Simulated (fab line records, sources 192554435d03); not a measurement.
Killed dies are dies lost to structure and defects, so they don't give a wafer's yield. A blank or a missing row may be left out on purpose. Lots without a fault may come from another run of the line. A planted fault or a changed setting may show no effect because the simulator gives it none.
fab line records | flow n5_finfet
record lots=7 wafers=39
route steps=1938 shown BEOL_M8@1377 BEOL_M9@1401 BEOL_M11@1590 BEOL_M14@1762
start_h: hours from the record's first day to the start of the lot's first wafer shown | wait_h: hours since the lot's step before | " the same as in the row above | L1.1+2: a row that stands for several wafers | - no value, or no start given | * or withheld: withheld | < > ~ a bound
route shown NAME@n: a module of which the file shows steps, and the number in the route of the first | usual: mean/standard deviation of fault-free wafers | same: alike in all rows | chamber/n: place in a boat | sites: the reading at each site | _std_site: their standard deviation | _edge_site: outer sites' mean less inner sites' | radius_mm: how far each site lies from the wafer's centre | mask NAME#n: copy n | behind: the tool/chamber that last shaped the wafer | hold: why the lot was held/for how many hours/how that ended | device: the transistor (n, p or np) that didn't switch | end of line: the same wafers' tests at the end of the route | a step without rows: its recipe alone | killed: dies lost to structure and defects at the first sort, not the wafer's yield | map: a wafer's dies, x killed, . not, _ none there
set.NAME: the setting as run; set.NAME@STEP: as run at that earlier step | model.NAME: the simulator's own value behind a step, which no gauge read
lots whose settings were changed on purpose; a table a step, a row a wafer
## steps
# step N5_BEOL_M8_TRENCH_ETCH_37
# recipe chemistry=C4F6/O2 target_depth_a=934.78 target=SiCOH_lowk time_s=31.2 ion_energy_ev=250 pressure_mtorr=30 source_w=345 bias_w=185 Ar_flow_sccm=300 C4F6_flow_sccm=10 O2_flow_sccm=10
# columns lot.wafer tool chamber start_h wait_h set.time_s model.BEOL_M8.feature_depth_nm model.etch.depth_nm model.TiN_of_BEOL_M8_HM_DEP_02.thk_nm
L075.1 rie_diel-02 2 - - 26.46 78.2 78.21 17.4
L075.2 " 1 " " 31.2 93 93.05 17.6
L075.3 " 0 " " 26.46 74.8 74.81 18
L075.4 " 3 " " 31.2 94.8 94.86 17
L075.5 " 3 " " 26.46 81.6 81.62 17.6
L075.6 " 0 " " 31.2 88.4 88.45 17.6
L078.1 rie_diel-02 1 - - 31.2 93.2 93.16 17
L078.2 " 0 " " 31.2 87.2 87.25 17.4
L078.4 " 3 " " 31.2 94.8 94.75 17.2
L080.1 rie_diel-03 1 - - 42.4 123.6 123.7 16.2
L080.2 " 2 " " 31.2 91.6 91.6 17
L080.3 " 3 " " 31.2 90.2 90.15 17.2
L080.4 " 3 " " 42.4 122.2 122.2 16.6
L080.5 " 1 " " 42.4 123.4 123.5 16
L080.6 " 2 " " 31.2 91.4 91.44 17.2
L081.1 rie_diel-03 2 - - 47.62 138.8 138.7 15.6
L081.2 " 0 " " 31.2 94.8 94.83 17.4
L081.3 " 3 " " 47.62 138.8 138.7 16
L081.4 " 1 " " 47.62 140.2 140.2 15.4
L081.5 " 1 " " 31.2 91.8 91.86 17.2
L081.6 " 2 " " 31.2 90.6 90.58 17.6
L082.1 rie_diel-03 1 - - 31.2 93.2 93.12 17.2
L082.2 " 0 " " 31.2 95.8 95.85 17.6
L082.3 " 3 " " 48.48 141.8 141.7 15.8
L082.4 " 2 " " 48.48 143.2 143.1 15.8
L082.5 " 1 " " 48.48 143 143.1 16
L082.6 " 0 " " 31.2 95.8 95.84 17
L087.1 rie_diel-02 1 - - 31.2 92.8 92.81 17.4
L087.2 " 0 " " 31.2 87.8 87.74 17.2
L087.3 " 3 " " 31.2 95.4 95.39 17
L087.4 " 0 " " 31.2 87.2 87.29 17.6
L087.5 " 3 " " 31.2 95.2 95.14 17
L087.6 " 1 " " 31.2 93.6 93.66 17.2
L091.1 rie_diel-02 3 - - 31.2 94.6 94.63 16.8
L091.2 " 2 " " 48.1 145.6 145.7 15.6
L091.3 " 1 " " 48.1 144.6 144.6 15.8
L091.4 " 1 " " 31.2 92.4 92.38 16.8
L091.5 " 3 " " 48.1 145.4 145.4 15.6
L091.6 " 2 " " 31.2 95 94.97 16.8
# step N5_BEOL_M8_ETCH_41
# recipe chemistry=CH3F/O2 target=SiCN target_depth_a=319 taper_deg=2 time_s=57.8 ion_energy_ev=120 mask_material=TiN pressure_mtorr=30 source_w=395 bias_w=75 Ar_flow_sccm=150 CH3F_flow_sccm=30 O2_flow_sccm=20
# step N5_BEOL_M8_STRIP_80
# recipe chemistry=N2/H2 time_s=10 power_w=450 temp_c=40 pressure_mtorr=20 rf_frequency_hz=6e+07 bias_power_w=7 n2_flow_sccm=200 h2_flow_sccm=200
# step N5_BEOL_M8_OCD_MEAS_38
# usual trench_depth_nm=92.4/2.3
# columns lot.wafer tool chamber start_h wait_h set.time_s@BEOL_M8_TRENCH_ETCH_37 trench_depth_nm
L075.1 ocd-01 - 203.31 - 26.46 78.4
L075.2 " - " " 31.2 93.3
L075.3 " - " " 26.46 74.5
L075.4 " - " " 31.2 95.1
L075.5 " - " " 26.46 81.7
L075.6 " - " " 31.2 88.4
L078.1 ocd-01 - 216.08 - 31.2 93.0
L078.2 " - " " 31.2 87.3
L078.4 " - " " 31.2 94.9
L080.1 ocd-01 - 224.53 - 42.4 124.1
L080.2 " - " " 31.2 91.6
L080.3 " - " " 31.2 90.1
L080.4 " - " " 42.4 122.7
L080.5 " - " " 42.4 123.8
L080.6 " - " " 31.2 91.1
L081.1 ocd-02 - 247.14 - 47.62 139.1
L081.2 " - " " 31.2 94.5
L081.3 " - " " 47.62 139.0
L081.4 " - " " 47.62 139.7
L081.5 " - " " 31.2 92.1
L081.6 " - " " 31.2 90.4
L082.1 ocd-01 - 253.75 - 31.2 93.1
L082.2 " - " " 31.2 96.0
L082.3 " - " " 48.48 141.9
L082.4 " - " " 48.48 142.5
L082.5 " - " " 48.48 143.2
L082.6 " - " " 31.2 95.8
L087.1 ocd-02 - 282.41 - 31.2 93.0
L087.2 " - " " 31.2 87.4
L087.3 " - " " 31.2 95.2
L087.4 " - " " 31.2 87.1
L087.5 " - " " 31.2 95.7
L087.6 " - " " 31.2 93.2
L091.1 ocd-02 - 307.02 - 31.2 95.0
L091.2 " - " " 48.1 145.6
L091.3 " - " " 48.1 144.9
L091.4 " - " " 31.2 92.0
L091.5 " - " " 48.1 146.0
L091.6 " - " " 31.2 94.6
# step N5_BEOL_M8_HM_STRIP_39
# recipe chemistry=peroxide_tin_strip material=TiN target_depth_a=250 temp_c=50 time_s=158
# step N5_BEOL_M8_SRD_40
# recipe time_s=30 temp_c=23 rinse_liquid=diw dry=ipa_marangoni
# step N5_BEOL_M8_ECD_50
# recipe material=Cu target_thk_a=3000
# step N5_BEOL_M8_ANNEAL_51
# recipe temp_c=225 time_s=90 ambient=N2
# step N5_BEOL_M8_CMP_52
# recipe stop_on=SiCOH_lowk t_overpolish_s=6.9 down_force_psi=1 platen_rpm=50 clearing_platen_down_force_psi=1.5 clearing_platen_rpm=50 post_cmp_clean=cu_alkaline target_thk_nm=80 clearing_platen_pad_velocity_m_s=0.99484 pad_velocity_m_s=0.99484
# columns lot.wafer tool chamber start_h wait_h set.time_s@BEOL_M8_TRENCH_ETCH_37 model.Cu_of_BEOL_M8_ECD_50.thk_nm
L075.1 cmp-03 3 205.98 0.3 26.46 65.6
L075.4 " 0 " " 31.2 82
L075.3 " 1 " " 26.46 61.4
L075.2 " 2 " " 31.2 77.6
L075.5 " 3 " " 26.46 69
L075.6 " 0 " " 31.2 75.6
L078.4 cmp-04 2 218.01 0.1 31.2 83.8
L078.1 " 3 " " 31.2 79.6
L078.2 " 0 " " 31.2 76.2
L080.3 cmp-04 0 228.19 0.2 31.2 76.8
L080.2 " 1 " " 31.2 76
L080.4 " 2 " " 42.4 108
L080.1 " 3 " " 42.4 109.4
L080.5 " 0 " " 42.4 112.2
L080.6 " 1 " " 31.2 77
L081.4 cmp-01 2 249.01 0.3 47.62 128.4
L081.1 " 3 " " 47.62 127.6
L081.2 " 0 " " 31.2 82
L081.3 " 1 " " 47.62 124
L081.6 " 2 " " 31.2 79.4
L081.5 " 3 " " 31.2 80.4
L082.4 cmp-03 2 257.57 0.1 48.48 126.2
L082.1 " 3 " " 31.2 79.6
L082.2 " 0 " " 31.2 80.6
L082.3 " 1 " " 48.48 127.2
L082.6 " 2 " " 31.2 78.4
L082.5 " 3 " " 48.48 128.6
L087.2 cmp-03 3 285.76 0.2 31.2 72.6
L087.1 " 0 " " 31.2 77.6
L087.4 " 1 " " 31.2 72.4
L087.3 " 2 " " 31.2 78.4
L087.6 " 3 " " 31.2 79.2
L087.5 " 0 " " 31.2 81
L091.4 cmp-03 3 308.89 0.1 31.2 78
L091.1 " 0 " " 31.2 79.6
L091.2 " 1 " " 48.1 130.4
L091.3 " 2 " " 48.1 128.4
L091.5 " 3 " " 48.1 131.4
L091.6 " 0 " " 31.2 80
# step N5_BEOL_M8_THK_MEAS_53
# recipe thk_meas_gauge=xrf reads=Cu_of_BEOL_M8_ECD_50
# usual M8_THK=80.0/2.9
# columns lot.wafer tool chamber start_h wait_h set.time_s@BEOL_M8_TRENCH_ETCH_37 M8_THK[nm]
L075.1 film_metro-01 - 206.28 - 26.46 66.3
L075.2 " - " " 31.2 79.1
L075.3 " - " " 26.46 62.2
L075.4 " - " " 31.2 83.4
L075.5 " - " " 26.46 70.0
L075.6 " - " " 31.2 76.4
L078.1 film_metro-02 - 218.31 - 31.2 79.4
L078.2 " - " " 31.2 76.2
L078.4 " - " " 31.2 83.9
L080.1 film_metro-02 - 228.48 - 42.4 109.8
L080.2 " - " " 31.2 76.2
L080.3 " - " " 31.2 77.1
L080.4 " - " " 42.4 108.6
L080.5 " - " " 42.4 113.4
L080.6 " - " " 31.2 78.1
L081.1 film_metro-02 - 249.30 - 47.62 128.3
L081.2 " - " " 31.2 82.8
L081.3 " - " " 47.62 125.6
L081.4 " - " " 47.62 129.7
L081.5 " - " " 31.2 81.5
L081.6 " - " " 31.2 80.4
L082.1 film_metro-02 - 257.87 - 31.2 80.4
L082.2 " - " " 31.2 81.5
L082.3 " - " " 48.48 128.6
L082.4 " - " " 48.48 127.8
L082.5 " - " " 48.48 130.0
L082.6 " - " " 31.2 79.2
L087.1 film_metro-02 - 286.05 - 31.2 78.5
L087.2 " - " " 31.2 73.3
L087.3 " - " " 31.2 78.8
L087.4 " - " " 31.2 73.0
L087.5 " - " " 31.2 81.5
L087.6 " - " " 31.2 80.1
L091.1 film_metro-02 - 309.18 - 31.2 80.9
L091.2 " - " " 48.1 133.1
L091.3 " - " " 48.1 130.6
L091.4 " - " " 31.2 79.6
L091.5 " - " " 48.1 134.5
L091.6 " - " " 31.2 81.5
# step N5_BEOL_M8_PRE_CLEAN_55
# recipe gas=NH3 time_s=15 temp_c=withheld rf_power_w=300
# step N5_BEOL_M8_DEP_56
# recipe material=SiCN target_thk_a=100 temp_c=withheld precursor=3MS/NH3 pressure_torr=3 rf_w=202 time_s=17.5
# step N5_BEOL_M8_RS_MEAS_57
# recipe thk_meas_gauge=four-point-probe reads=Cu_of_BEOL_M8_ECD_50+Co_of_BEOL_M8_CVD_78+TaN_of_BEOL_M8_ALD_77
# usual M8_RS=0.291/0.012
# columns lot.wafer tool chamber start_h wait_h set.time_s@BEOL_M8_TRENCH_ETCH_37 M8_RS[ohm/sq]
L075.1 film_metro-02 - 206.53 0.1 26.46 0.362
L075.2 " - " " 31.2 0.296
L075.3 " - " " 26.46 0.392
L075.4 " - " " 31.2 0.277
L075.5 " - " " 26.46 0.341
L075.6 " - " " 31.2 0.306
L078.1 film_metro-02 - 218.44 0.1 31.2 0.288
L078.2 " - " " 31.2 0.303
L078.4 " - " " 31.2 0.271
L080.1 film_metro-01 - 228.61 0.1 42.4 0.200
L080.2 " - " " 31.2 0.304
L080.3 " - " " 31.2 0.300
L080.4 " - " " 42.4 0.203
L080.5 " - " " 42.4 0.194
L080.6 " - " " 31.2 0.299
L081.1 film_metro-01 - 249.43 0.1 47.62 0.168
L081.2 " - " " 31.2 0.278
L081.3 " - " " 47.62 0.173
L081.4 " - " " 47.62 0.166
L081.5 " - " " 31.2 0.285
L081.6 " - " " 31.2 0.289
L082.1 film_metro-02 - 258.00 0.1 31.2 0.286
L082.2 " - " " 31.2 0.283
L082.3 " - " " 48.48 0.168
L082.4 " - " " 48.48 0.170
L082.5 " - " " 48.48 0.166
L082.6 " - " " 31.2 0.292
L087.1 film_metro-02 - 286.19 0.1 31.2 0.296
L087.2 " - " " 31.2 0.320
L087.3 " - " " 31.2 0.293
L087.4 " - " " 31.2 0.321
L087.5 " - " " 31.2 0.282
L087.6 " - " " 31.2 0.289
L091.1 film_metro-02 - 309.31 0.1 31.2 0.287
L091.2 " - " " 48.1 0.163
L091.3 " - " " 48.1 0.166
L091.4 " - " " 31.2 0.294
L091.5 " - " " 48.1 0.162
L091.6 " - " " 31.2 0.286
# step N5_BEOL_M9_ILD_DEP_00
# recipe material=SiCOH_lowk target_thk_a=3085.1 temp_c=300 precursor=DEMS/porogen pressure_torr=5 rf_w=500 time_s=58
# columns lot.wafer tool chamber start_h wait_h set.time_s model.SiCOH_lowk_of_BEOL_M9_ILD_DEP_00.thk_nm
L075.1 pecvd-04 0 206.59 0.0 58 302.8
L075.2 " 1 " " 58 305.2
L075.3 " 2 " " 58 306.6
L075.4 " 0 " " 58 311.8
L075.5 " 1 " " 58 313.6
L075.6 " 2 " " 58 314
L078.1 pecvd-02 1 218.50 0.0 58 301.2
L078.2 " 0 " " 58 305.4
L078.4 " 0 " " 58 309.8
L080.1 pecvd-04 2 228.68 0.0 25.09 133
L080.2 " 1 " " 25.09 133.8
L080.3 " 0 " " 58 305.2
L080.4 " 0 " " 58 303.6
L080.5 " 2 " " 25.09 132.2
L080.6 " 1 " " 58 308.6
L081.1 pecvd-04 1 249.49 0.0 58 310.8
L081.2 " 2 " " 58 302
L081.3 " 0 " " 58 301.2
L081.4 " 0 " " 58 304.4
L081.5+6 " 1,2 " " 58 309.6
L082.1 pecvd-04 2 258.06 0.0 32.48 174.4
L082.2 " 1 " " 32.48 171.4
L082.3 " 0 " " 32.48 171.2
L082.4 " 2 " " 58 306.8
L082.5 " 1 " " 58 309.6
L082.6 " 0 " " 58 305.4
L087.1+2 pecvd-01 1,0 286.25 0.0 58 306.4
L087.3 " 2 " " 58 309.2
L087.4 " 1 " " 58 313.2
L087.5 " 2 " " 58 313
L087.6 " 0 " " 58 310.4
L091.1 pecvd-02 2 309.37 0.0 58 314
L091.2 " 1 " " 58 307.8
L091.3 " 0 " " 33.51 185
L091.4 " 0 " " 58 318.2
L091.5 " 2 " " 33.51 189.6
L091.6 " 1 " " 33.51 182
# step N5_BEOL_M9_CURE_71
# recipe temp_c=385 time_s=240 ambient=He/Ar material=SiCOH_lowk
# columns lot.wafer tool chamber start_h wait_h set.time_s@BEOL_M9_ILD_DEP_00 model.SiCOH_lowk_of_BEOL_M9_ILD_DEP_00.thk_nm
L075.1 uv_cure-02 0 206.67 0.0 58 263
L075.2 " 0 " " 58 265.2
L075.3 " 0 " " 58 266.4
L075.4 " 0 " " 58 270.8
L075.5 " 0 " " 58 272.6
L075.6 " 0 " " 58 272.8
L078.1 uv_cure-01 1 218.58 0.0 58 261.6
L078.2 " 1 " " 58 265.4
L078.4 " 1 " " 58 269.2
L080.1 uv_cure-03 1 228.75 0.0 25.09 114.4
L080.2 " 1 " " 25.09 115
L080.3 " 1 " " 58 265
L080.4 " 1 " " 58 263.8
L080.5 " 1 " " 25.09 113.8
L080.6 " 1 " " 58 268.2
L081.1 uv_cure-01 2 249.57 0.0 58 270
L081.2 " 2 " " 58 262.2
L081.3 " 2 " " 58 261.6
L081.4 " 2 " " 58 264.4
L081.5+6 " 2 " " 58 269
L082.1 uv_cure-01 1 258.14 0.0 32.48 150.4
L082.2+3 " 1 " " 32.48 147.6
L082.4 " 1 " " 58 266.6
L082.5 " 1 " " 58 269
L082.6 " 1 " " 58 265.2
L087.1+2 uv_cure-01 1 286.33 0.0 58 266.2
L087.3 " 1 " " 58 268.6
L087.4 " 1 " " 58 272.2
L087.5 " 1 " " 58 272
L087.6 " 1 " " 58 269.6
L091.1 uv_cure-02 2 309.45 0.0 58 272.8
L091.2 " 2 " " 58 267.4
L091.3 " 2 " " 33.51 159.4
L091.4 " 2 " " 58 276.4
L091.5 " 2 " " 33.51 163.6
L091.6 " 2 " " 33.51 157
# step N5_BEOL_M9_THK_MEAS_01
# recipe reads=SiCOH_lowk_of_BEOL_M9_ILD_DEP_00
# usual M9_ILD_THK=269/4.2
# columns lot.wafer tool chamber start_h wait_h set.time_s@BEOL_M9_ILD_DEP_00 M9_ILD_THK[nm]
L075.1 film_metro-02 - 207.18 0.4 58 263
L075.2 " - " " 58 265
L075.3 " - " " 58 266
L075.4 " - " " 58 271
L075.5 " - " " 58 272
L075.6 " - " " 58 273
L078.1 film_metro-01 - 219.09 0.4 58 262
L078.2 " - " " 58 265
L078.4 " - " " 58 269
L080.1 film_metro-01 - 229.27 0.4 25.09 114
L080.2 " - " " 25.09 115
L080.3 " - " " 58 265
L080.4 " - " " 58 264
L080.5 " - " " 25.09 114
L080.6 " - " " 58 268
L081.1 film_metro-02 - 250.08 0.4 58 270
L081.2 " - " " 58 262
L081.3 " - " " 58 262
L081.4 " - " " 58 264
L081.5 " - " " 58 269
L081.6 " - " " 58 269
L082.1 film_metro-02 - 258.65 0.4 32.48 150
L082.2 " - " " 32.48 148
L082.3 " - " " 32.48 148
L082.4 " - " " 58 267
L082.5 " - " " 58 269
L082.6 " - " " 58 265
L087.1 film_metro-02 - 286.84 0.4 58 266
L087.2 " - " " 58 266
L087.3 " - " " 58 268
L087.4 " - " " 58 272
L087.5 " - " " 58 272
L087.6 " - " " 58 269
L091.1 film_metro-01 - 310.44 0.8 58 273
L091.2 " - " " 58 267
L091.3 " - " " 33.51 160
L091.4 " - " " 58 277
L091.5 " - " " 33.51 163
L091.6 " - " " 33.51 157
# step N5_BEOL_M11_ALD_74
# recipe material=TaN target_thk_a=20 temp_c=275 ald_precursor_family=PDMAT ald_co_reactant=NH3 pressure_torr=3 carrier_flow_sccm=1500 pulse_time_s=2 purge_time_s=3 co_reactant_purge_time_s=2 co_reactant_pulse_time_s=3 ald_cycles=40 precursor_vessel_temp_c=75 precursor_vessel_pressure_torr=26.25 precursor_vessel_carrier_sccm=1000
# columns lot.wafer tool chamber start_h wait_h set.ald_cycles model.TaN_of_BEOL_M11_ALD_74.thk_nm
L075.1+2+5 ald_metal-04 3,0,0 228.81 0.0 40 2
L075.3+4+6 " 2,2,3 " " 61 3
L078.1+2+4 ald_metal-03 3,0,2 245.81 0.0 40 2
L080.1+2+4 ald_metal-03 3,2,3 257.33 0.0 50 2.4
L080.3+5+6 " 0,2,0 " " 40 2
L081.1+2+6 ald_metal-03 0,2,3 269.88 0.0 40 2
L081.3+4+5 " 3,1,2 " " 27 1.4
L082.1+2+5 ald_metal-01 3,1,3 279.03 0.1 59 3
L082.3+4+6 " 0,2,0 " " 40 2
L087.1+4+5 ald_metal-01 1,2,3 308.69 0.1 40 2
L087.2+3+6 " 3,0,2 " " 31 1.6
L091.1+2+6 ald_metal-04 3,0,3 330.28 0.0 40 2
L091.3+4+5 " 1,2,0 " " 61 3
# step N5_BEOL_M14_SPUTTER_43
# recipe material=TaN target_thk_a=150 temp_c=50 bias_v=168.6 power_w=15000 chamber_pressure_pa=0.12 time_s=24.19
# columns lot.wafer tool chamber start_h wait_h set.target_thk_a model.TaN_of_BEOL_M14_SPUTTER_43.thk_nm
L075.1+5 pvd_sputter-03 - 254.29 0.0 181.3 18
L075.2+4 " - " " 150 15
L075.3 " - " " 150 14.8
L075.6 " - " " 181.3 18.2
L078.1 pvd_sputter-01 - 264.59 0.0 150 15.2
L078.2+4 " - " " 150 15.4
L080.1+2+6 pvd_sputter-02 - 275.15 0.0 150 15.2
L080.3 " - " " 150 14.4
L080.4 " - " " 150 14.8
L080.5 " - " " 150 15
L081.1 pvd_sputter-02 - 283.44 0.0 150 15.2
L081.2 " - " " 150 14.6
L081.3 " - " " 190.6 18.4
L081.4 " - " " 150 15
L081.5+6 " - " " 190.6 18.6
L082.1 pvd_sputter-02 - 294.95 0.0 80.87 7.6
L082.2 " - " " 150 15.4
L082.3 " - " " 150 15.2
L082.4 " - " " 80.87 7.8
L082.5 " - " " 150 14.8
L082.6 " - " " 80.87 8.4
L087.1+2+6 pvd_sputter-03 - 325.13 0.0 150 14.8
L087.3 " - " " 189.3 18.8
L087.4 " - " " 189.3 18.4
L087.5 " - " " 189.3 18.6
L091.1 pvd_sputter-03 - 352.37 0.0 150 14.6
L091.2+5 " - " " 150 15
L091.3+4 " - " " 188.5 19
L091.6 " - " " 188.5 18.6
# step N5_BEOL_M14_SPUTTER_44
# recipe material=Ta target_thk_a=150 temp_c=50 bias_v=80 power_w=15000 chamber_pressure_pa=0.07 time_s=24.19
# step N5_BEOL_M14_SPUTTER_45
# recipe material=Cu target_thk_a=1000 temp_c=-20 bias_v=60 power_w=26000 chamber_pressure_pa=0.13 time_s=16.67
# step N5_BEOL_M14_ECD_47
# recipe material=Cu target_thk_a=12480
# step N5_BEOL_M14_ANNEAL_48
# recipe temp_c=225 time_s=90 ambient=N2
# step N5_BEOL_M14_CMP_49
# recipe stop_on=SiO2 t_overpolish_s=5.2 down_force_psi=2 platen_rpm=80 clearing_platen_down_force_psi=2 clearing_platen_rpm=80 post_cmp_clean=cu_alkaline target_thk_nm=560 clearing_platen_pad_velocity_m_s=1.5917 pad_velocity_m_s=1.5917
# usual barrier_field_endpoint_s=11.3/0.42
# columns lot.wafer tool chamber start_h wait_h set.target_thk_a@BEOL_M14_SPUTTER_43 barrier_field_endpoint_s
L075.2 cmp-01 1 255.05 0.2 150 11.3
L075.3 " 2 " " 150 11.9
L075.1 " 3 " " 181.3 13.2
L075.4 " 0 " " 150 11.5
L075.5 " 1 " " 181.3 12.7
L075.6 " 2 " " 181.3 13.1
L078.1 cmp-02 2 265.35 0.3 150 11.3
L078.2 " 3 " " 150 12.4
L078.4 " 1 " " 150 11.3
L080.2 cmp-02 1 275.91 0.2 150 11.5
L080.3 " 2 " " 150 10.8
L080.1 " 3 " " 150 11.8
L080.4 " 0 " " 150 11.8
L080.6 " 1 " " 150 11.4
L080.5 " 2 " " 150 11.2
L081.2 cmp-03 1 284.77 0.2 150 11.1
L081.3 " 2 " " 190.6 11.8
L081.1 " 3 " " 150 11.6
L081.4 " 0 " " 150 10.8
L081.5 " 1 " " 190.6 12.4
L081.6 " 2 " " 190.6 11.8
L082.4 cmp-02 0 295.72 0.1 80.87 8.7
L082.1 " 1 " " 80.87 8.2
L082.3 " 2 " " 150 11.2
L082.2 " 3 " " 150 12.0
L082.5 " 0 " " 150 11.2
L082.6 " 1 " " 80.87 8.5
L087.1 cmp-03 3 325.94 0.3 150 11.6
L087.2 " 0 " " 150 11.1
L087.4 " 1 " " 189.3 12.3
L087.3 " 2 " " 189.3 12.1
L087.5 " 3 " " 189.3 12.7
L087.6 " 0 " " 150 11.0
L091.1 cmp-01 2 353.15 0.3 150 11.8
L091.3 " 3 " " 188.5 13.3
L091.2 " 0 " " 150 11.4
L091.4 " 1 " " 188.5 12.9
L091.5 " 2 " " 150 11.8
L091.6 " 3 " " 188.5 13.1
## key
split step=N5_BEOL_M8_TRENCH_ETCH_37 setting=time_s stated=31.2 by=wafer
response step=N5_BEOL_M8_TRENCH_ETCH_37 reading=model.BEOL_M8.feature_depth_nm change=+0.898 per=1% r=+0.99
response step=N5_BEOL_M8_TRENCH_ETCH_37 reading=model.etch.depth_nm change=+0.898 per=1% r=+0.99
response step=N5_BEOL_M8_TRENCH_ETCH_37 reading=model.TiN_of_BEOL_M8_HM_DEP_02.thk_nm change=-0.0258 per=1% r=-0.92
response step=N5_BEOL_M8_OCD_MEAS_38 reading=trench_depth_nm change=+0.903 per=1% r=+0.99
response step=N5_BEOL_M8_CMP_52 reading=model.Cu_of_BEOL_M8_ECD_50.thk_nm change=+0.896 per=1% r=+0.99
response step=N5_BEOL_M8_THK_MEAS_53 reading=M8_THK change=+0.908 per=1% r=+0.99
response step=N5_BEOL_M8_RS_MEAS_57 reading=M8_RS change=-0.00235 per=1% r=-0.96
split step=N5_BEOL_M9_ILD_DEP_00 setting=time_s stated=58 by=wafer
response step=N5_BEOL_M9_ILD_DEP_00 reading=model.SiCOH_lowk_of_BEOL_M9_ILD_DEP_00.thk_nm change=+3.05 per=1% r=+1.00
response step=N5_BEOL_M9_CURE_71 reading=model.SiCOH_lowk_of_BEOL_M9_ILD_DEP_00.thk_nm change=+2.67 per=1% r=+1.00
response step=N5_BEOL_M9_THK_MEAS_01 reading=M9_ILD_THK change=+2.67 per=1% r=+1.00
split step=N5_BEOL_M11_ALD_74 setting=ald_cycles stated=40 by=wafer
response step=N5_BEOL_M11_ALD_74 reading=model.TaN_of_BEOL_M11_ALD_74.thk_nm change=+0.0192 per=1% r=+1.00
split step=N5_BEOL_M14_SPUTTER_43 setting=target_thk_a stated=150 by=wafer
response step=N5_BEOL_M14_SPUTTER_43 reading=model.TaN_of_BEOL_M14_SPUTTER_43.thk_nm change=+0.15 per=1% r=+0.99
response step=N5_BEOL_M14_CMP_49 reading=barrier_field_endpoint_s change=+0.0558 per=1% r=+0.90
